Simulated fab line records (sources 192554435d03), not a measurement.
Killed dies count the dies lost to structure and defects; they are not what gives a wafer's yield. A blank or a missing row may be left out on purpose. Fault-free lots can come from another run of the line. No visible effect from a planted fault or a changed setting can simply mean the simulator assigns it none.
Which tool did it? -- flow n5Finfet -- 24 lots, 72 wafers sampled, at 5 steps of a route of 1938

## WHAT EACH GAUGE READ, for each wafer
N5_BEOL_M6_CD_MEAS_18: pitch 80 nm, target cd 40 nm.
lot,measured,on,cdNm (nm)
L075,day 9 05:44,cdSem-03,39.7 40.0 39.3
L074,day 9 07:08,cdSem-03,40.1 39.6 39.9
L076,day 9 10:00,cdSem-01,39.7 39.8 40.1
L077,day 9 14:28,cdSem-03,39.5 40.3 40.1
L078,day 9 15:33,cdSem-03,39.3 39.4 39.2
L079,day 9 18:59,cdSem-01,39.2 39.1 38.8
L080,day 10 08:10,cdSem-02,40.0 39.7 39.6
L081,day 10 13:15,cdSem-03,39.8 40.5 40.1
L082,day 11 02:55,cdSem-02,40.3 40.4 40.1
L083,day 11 08:14,cdSem-02,40.3 41.0 40.3
L084,day 11 13:55,cdSem-02,39.4 39.6 39.7
L085,day 11 16:01,cdSem-03,39.9 39.7 40.3
L087,day 12 05:31,cdSem-02,40.1 40.2 39.6
L088,day 12 05:40,cdSem-02,39.9 39.9 40.3
L089,day 12 09:13,cdSem-02,40.1 40.6 39.4
L086,day 12 09:23,cdSem-03,40.0 39.8 40.2
L090,day 12 20:34,cdSem-01,39.9 40.0 40.0
L092,day 13 06:30,cdSem-02,39.7 40.2 39.8
L091,day 13 10:34,cdSem-03,39.3 39.6 39.9
L093,day 13 12:34,cdSem-02,39.6 40.1 40.5
L094,day 13 20:22,cdSem-02,40.2 40.5 40.2
L095,day 13 23:07,cdSem-03,40.0 39.6 39.4
L096,day 14 05:45,cdSem-01,39.8 41.1 40.1
L097,day 14 09:19,cdSem-01,39.7 39.4 39.5

N5_BEOL_M6_OCD_MEAS_38.
lot,measured,on,trenchDepthNm (nm)
L075,day 9 08:49,ocd-01,92.8 93.0 91.8
L074,day 9 08:52,ocd-02,93.3 93.5 95.5
L076,day 9 11:04,ocd-02,94.0 92.5 93.7
L077,day 9 17:10,ocd-01,92.0 92.9 92.0
L078,day 9 17:32,ocd-02,91.5 93.9 93.3
L079,day 9 20:14,ocd-01,93.1 92.2 93.1
L080,day 10 10:17,ocd-02,96.1 93.3 92.1
L081,day 10 14:47,ocd-02,94.3 94.9 94.5
L082,day 11 03:50,ocd-01,91.7 92.9 92.7
L083,day 11 11:36,ocd-02,93.0 95.5 94.5
L084,day 11 15:19,ocd-02,93.7 94.5 92.4
L085,day 11 18:49,ocd-01,93.2 94.1 94.2
L087,day 12 07:53,ocd-02,92.1 92.4 92.3
L088,day 12 07:55,ocd-01,93.6 92.8 94.3
L089,day 12 10:57,ocd-01,92.1 94.3 93.3
L086,day 12 10:31,ocd-02,92.6 92.3 93.7
L090,day 12 21:41,ocd-01,93.6 93.4 92.1
L092,day 13 10:06,ocd-01,95.1 95.6 93.5
L091,day 13 11:25,ocd-02,93.6 94.2 93.0
L093,day 13 14:19,ocd-02,93.3 94.7 93.5
L094,day 13 22:59,ocd-02,92.2 94.6 92.4
L095,day 14 00:08,ocd-02,91.9 92.5 92.1
L096,day 14 06:46,ocd-01,92.6 92.8 92.9
L097,day 14 11:28,ocd-02,94.7 92.5 94.5

## WHAT TOOL EACH LOT RAN ON (gives the tool, then ch and the chambers of the sampled wafers, and finally the start)
lot,N5_BEOL_M5_ANNEAL_51,N5_BEOL_M6_STRIP_19,N5_BEOL_M6_ETCH_66
L075,"rtpAnneal-02 ch 0, day 9 02:28","rieDiel-05 ch 0,1, day 9 05:39","rieDiel-05 ch 0,1,3, day 9 08:28"
L074,"rtpAnneal-01 ch 0, day 9 03:58","rieDiel-03 ch 0,3, day 9 07:04","rieDiel-01 ch 0,3, day 9 08:31"
L076,"rtpAnneal-01 ch 0, day 9 05:20","rieDiel-01 ch 0,1,2, day 9 09:56","rieDiel-03 ch 1,2,3, day 9 10:43"
L077,"rtpAnneal-02 ch 0, day 9 10:20","rieDiel-01 ch 2,3, day 9 14:24","rieDiel-05 ch 0,3, day 9 16:50"
L078,"rtpAnneal-02 ch 0, day 9 12:58","rieDiel-05 ch 0,2,3, day 9 15:29","rieDiel-03 ch 0,1,2, day 9 17:11"
L079,"rtpAnneal-02 ch 0, day 9 16:02","rieDiel-01 ch 0,2, day 9 18:55","rieDiel-05 ch 2,3, day 9 19:53"
L080,"rtpAnneal-02 ch 0, day 10 04:52","rieDiel-05 ch 0,2,3, day 10 08:06","rieDiel-01 ch 1,2,3, day 10 09:56"
L081,"rtpAnneal-02 ch 0, day 10 09:37","rieDiel-05 ch 1,3, day 10 13:11","rieDiel-03 ch 0,1,3, day 10 14:27"
L082,"rtpAnneal-01 ch 0, day 10 22:40","rieDiel-03 ch 2,3, day 11 02:51","rieDiel-01 ch 1,3, day 11 03:29"
L083,"rtpAnneal-01 ch 0, day 11 04:56","rieDiel-01 ch 0,2, day 11 08:10","rieDiel-03 ch 0,2,3, day 11 11:16"
L084,"rtpAnneal-01 ch 0, day 11 11:08","rieDiel-03 ch 1,2,3, day 11 13:50","rieDiel-01 ch 2,3, day 11 14:59"
L085,"rtpAnneal-02 ch 0, day 11 11:59","rieDiel-03 ch 1,3, day 11 15:57","rieDiel-01 ch 0,2,3, day 11 18:28"
L087,"rtpAnneal-01 ch 0, day 11 22:43","rieDiel-03 ch 0,1, day 12 05:26","rieDiel-05 ch 2,3, day 12 07:32"
L088,"rtpAnneal-02 ch 0, day 12 02:48","rieDiel-01 ch 0,1,2, day 12 05:35","rieDiel-01 ch 0,1,3, day 12 07:34"
L089,"rtpAnneal-02 ch 0, day 12 03:48","rieDiel-03 ch 0,1,2, day 12 09:08","rieDiel-05 ch 1,2, day 12 10:35"
L086,"rtpAnneal-01 ch 0, day 12 04:39","rieDiel-05 ch 1,3, day 12 09:19","rieDiel-05 ch 1,3, day 12 10:10"
L090,"rtpAnneal-02 ch 0, day 12 15:22","rieDiel-05 ch 1,3, day 12 20:30","rieDiel-03 ch 0,2,3, day 12 21:20"
L092,"rtpAnneal-01 ch 0, day 13 01:47","rieDiel-01 ch 0,1,3, day 13 06:25","rieDiel-03 ch 0,1,3, day 13 09:45"
L091,"rtpAnneal-02 ch 0, day 13 06:13","rieDiel-05 ch 0,2,3, day 13 10:29","rieDiel-03 ch 0,1,3, day 13 11:04"
L093,"rtpAnneal-02 ch 0, day 13 09:53","rieDiel-05 ch 0,1,2, day 13 12:30","rieDiel-03 ch 0,1,3, day 13 13:58"
L094,"rtpAnneal-02 ch 0, day 13 16:17","rieDiel-05 ch 1,2,3, day 13 20:17","rieDiel-03 ch 0,2, day 13 22:38"
L095,"rtpAnneal-01 ch 0, day 13 18:56","rieDiel-01 ch 0,2,3, day 13 23:02","rieDiel-05 ch 2,3, day 13 23:47"
L096,"rtpAnneal-02 ch 0, day 14 01:37","rieDiel-05 ch 1,2, day 14 05:41","rieDiel-03 ch 0,3, day 14 06:25"
L097,"rtpAnneal-02 ch 0, day 14 06:34","rieDiel-01 ch 1,2,3, day 14 09:14","rieDiel-03 ch 0,1,3, day 14 11:09"
- N5_BEOL_M5_ANNEAL_51: time 90 s.
- N5_BEOL_M6_STRIP_19: strips in O2.
- N5_BEOL_M6_ETCH_66: etches SOC in N2/H2, target depth 80 nm, overetch 16 nm, time 120 s.

## AS READ BY THE TOOLS THEMSELVES (means over the sampled wafers that have a number; for cases with no such wafer, the mark the record gives instead)
N5_BEOL_M5_ANNEAL_51.
lot,tool,wafer_temp_C_max
L075,rtpAnneal-02,225.95
L074,rtpAnneal-01,225.77
L076,rtpAnneal-01,225.50
L077,rtpAnneal-02,225.98
L078,rtpAnneal-02,225.83
L079,rtpAnneal-02,226.00
L080,rtpAnneal-02,226.08
L081,rtpAnneal-02,226.09
L082,rtpAnneal-01,225.65
L083,rtpAnneal-01,225.62
L084,rtpAnneal-01,225.88
L085,rtpAnneal-02,226.03
L087,rtpAnneal-01,225.77
L088,rtpAnneal-02,226.33
L089,rtpAnneal-02,226.13
L086,rtpAnneal-01,225.56
L090,rtpAnneal-02,226.05
L092,rtpAnneal-01,225.97
L091,rtpAnneal-02,225.93
L093,rtpAnneal-02,225.97
L094,rtpAnneal-02,225.86
L095,rtpAnneal-01,225.93
L096,rtpAnneal-02,226.17
L097,rtpAnneal-02,226.09

N5_BEOL_M6_STRIP_19.
lot,tool,drypumpMotorCurrentA (A),oesProductAu (a.u.),rfVppV (V),showerheadPlenumPTorr (Torr),throttleValvePct (%)
L075,rieDiel-05,5.5,0.71,3.5,2.13,16.82
L074,rieDiel-03,6.3,0.85,3.9,2.04,16.55
L076,rieDiel-01,5.7,0.83,3.5,2.12,16.37
L077,rieDiel-01,5.3,0.80,4.0,2.22,16.41
L078,rieDiel-05,5.6,0.71,3.8,2.10,16.83
L079,rieDiel-01,5.4,0.85,3.6,2.19,16.32
L080,rieDiel-05,5.6,0.70,3.8,2.10,16.84
L081,rieDiel-05,5.9,0.88,3.8,2.06,16.52
L082,rieDiel-03,6.4,0.74,3.3,2.06,16.73
L083,rieDiel-01,5.4,0.88,3.9,2.16,16.21
L084,rieDiel-03,6.2,0.74,3.1,2.12,16.67
L085,rieDiel-03,5.9,0.76,3.5,2.13,16.46
L087,rieDiel-03,5.9,0.80,3.4,2.14,16.45
L088,rieDiel-01,5.7,0.80,3.8,2.11,16.42
L089,rieDiel-03,6.2,0.77,3.5,2.13,16.67
L086,rieDiel-05,5.6,0.78,4.2,2.06,16.70
L090,rieDiel-05,5.9,0.83,3.2,2.05,16.56
L092,rieDiel-01,5.6,0.79,4.2,2.10,16.40
L091,rieDiel-05,5.6,0.77,3.4,2.09,16.73
L093,rieDiel-05,5.9,0.85,3.8,2.09,16.57
L094,rieDiel-05,5.9,0.75,3.9,2.06,16.74
L095,rieDiel-01,5.3,0.80,4.0,2.18,16.36
L096,rieDiel-05,6.2,0.81,4.1,2.05,16.58
L097,rieDiel-01,5.5,0.74,3.3,2.12,16.54

N5_BEOL_M6_ETCH_66.
lot,tool,drypumpMotorCurrentA (A),n2FlowSccm (sccm),oesProductAu (a.u.),rfVppV (V),showerheadPlenumPTorr (Torr),throttleValvePct (%)
L075,rieDiel-05,5.6,200.2,0.55,524.0,2.55,17.98
L074,rieDiel-01,5.2,200.0,0.65,527.3,2.66,17.49
L076,rieDiel-03,6.2,199.9,0.58,523.7,2.57,17.72
L077,rieDiel-05,5.3,199.4,0.55,525.3,2.58,17.97
L078,rieDiel-03,6.2,200.4,0.61,526.0,2.59,17.72
L079,rieDiel-05,5.7,199.3,0.55,523.7,2.53,18.01
L080,rieDiel-01,5.5,200.3,0.59,525.5,2.59,17.65
L081,rieDiel-03,6.1,200.4,0.62,523.2,2.52,17.53
L082,rieDiel-01,5.8,200.5,0.56,523.2,2.50,17.68
L083,rieDiel-03,6.4,200.0,0.59,523.0,2.51,17.84
L084,rieDiel-01,5.2,199.8,0.60,528.0,2.68,17.66
L085,rieDiel-01,5.3,200.1,0.63,527.7,2.65,17.51
L087,rieDiel-05,6.0,200.3,0.53,523.6,2.52,18.05
L088,rieDiel-01,5.6,199.5,0.60,524.1,2.56,17.53
L089,rieDiel-05,6.2,200.4,0.64,522.7,2.50,17.77
L086,rieDiel-05,5.6,199.5,0.59,523.1,2.51,17.91
L090,rieDiel-03,6.4,199.9,0.58,522.8,2.50,17.87
L092,rieDiel-03,6.1,200.7,0.60,522.7,2.51,17.57
L091,rieDiel-03,6.1,199.6,0.60,522.6,2.51,17.57
L093,rieDiel-03,6.1,200.3,0.60,523.7,2.51,17.57
L094,rieDiel-03,6.5,199.8,0.56,524.1,2.56,18.08
L095,rieDiel-05,6.0,199.8,0.53,522.1,2.51,18.10
L096,rieDiel-03,6.3,199.9,0.61,521.4,2.45,17.67
L097,rieDiel-03,6.1,200.7,0.59,523.9,2.51,17.59

## THE ANSWER, worked out from the rows above alone
Rule: usual is defined by the lots themselves. The widest of any qualifying gaps counts: lots, ordered by their means at a reading, are off when they make up no more than a third of the lots, leave a main group of 4 or more, and stand apart from it by 3 or more times the standard deviation of that group's means. A main group whose means are all the same, to the digits that the tables above print for the reading, isn't used. A lot without any number at a reading at which 4 lots or more have one is off too. Any other lot the step has rows for is counted as sound. After the gauges, taken in route order, come the tools' own readings; for these a lot's mean is taken, as printed above. At the first step where some lot is off, the reading lying furthest off is the one used; lots without a number count as furthest.
None of the lots is off at any reading shown; this tells nothing.

## WHAT WAS PUT IN BY THE SIMULATOR
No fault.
